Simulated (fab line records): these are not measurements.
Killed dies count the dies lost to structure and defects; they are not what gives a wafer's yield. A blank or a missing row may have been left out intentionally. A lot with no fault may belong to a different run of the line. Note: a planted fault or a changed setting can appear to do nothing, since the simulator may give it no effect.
Chamber matching | flow nandHarc | 4 sister chambers for NHARC_A_CONTACT_ETCH_90 on rieDiel-07
The step etches the open film in CH3F/O2, target depth 40 nm, time 85.7 s. 8 wafers are shown with their chamber, then 10 later ones without.

## WAFERS PAIRED WITH THEIR CHAMBERS
wafer  | chamber | showerheadPlenumPTorr (Torr) | drypumpMotorCurrentA (A)
L078.5 | 3       | 2.61                         | 5.4
L082.1 | 2       | 2.35                         | 5.1
L089.4 | 3       | 2.59                         | 5.4
L089.3 | 2       | 2.34                         | 5.2
L089.5 | 1       | 2.60                         | 5.9
L089.6 | 0       | 2.50                         | 5.2
L093.2 | 0       | 2.50                         | 5.2
L093.3 | 1       | 2.59                         | 5.9

## WAFERS WITH NO CHAMBER GIVEN
wafer  | showerheadPlenumPTorr (Torr) | drypumpMotorCurrentA (A)
L093.6 | 2.50                         | 5.2
L093.1 | 2.58                         | 5.4
L093.4 | 2.34                         | 5.2
L093.5 | 2.59                         | 5.9
L096.1 | 2.59                         | 5.8
L096.2 | 2.58                         | 5.4
L096.5 | 2.58                         | 5.4
L096.3 | 2.49                         | 5.2
L096.4 | 2.33                         | 5.1
L096.6 | 2.49                         | 5.2

## WHICH CHAMBER EACH ONE RAN IN
wafer  | from the rows above | in truth
L093.6 | 0                   | 0
L093.1 | 3                   | 3
L093.4 | 2                   | 2
L093.5 | 1                   | 1
L096.1 | 1                   | 1
L096.2 | 3                   | 3
L096.5 | 3                   | 3
L096.3 | 0                   | 0
L096.4 | 2                   | 2
L096.6 | 0                   | 0
Placed correctly: 10 of 10. Not placeable from these rows: 0. Number placed wrongly: 0.
How it was worked out, from the rows above alone: a wafer's distance from a chamber is the root of the sum, over the readings, of the square of ((its reading less the chamber's mean) divided by the reading's scatter). If the next closest chamber is less than 2 further off than the closest, the wafer can't be placed; otherwise it belongs to the closest. The mean given for a chamber averages the wafers shown for that chamber. The scatter is the square root of a quotient: the sum, over the shown wafers, of each reading's squared deviation from its chamber's mean, divided by wafers minus chambers.
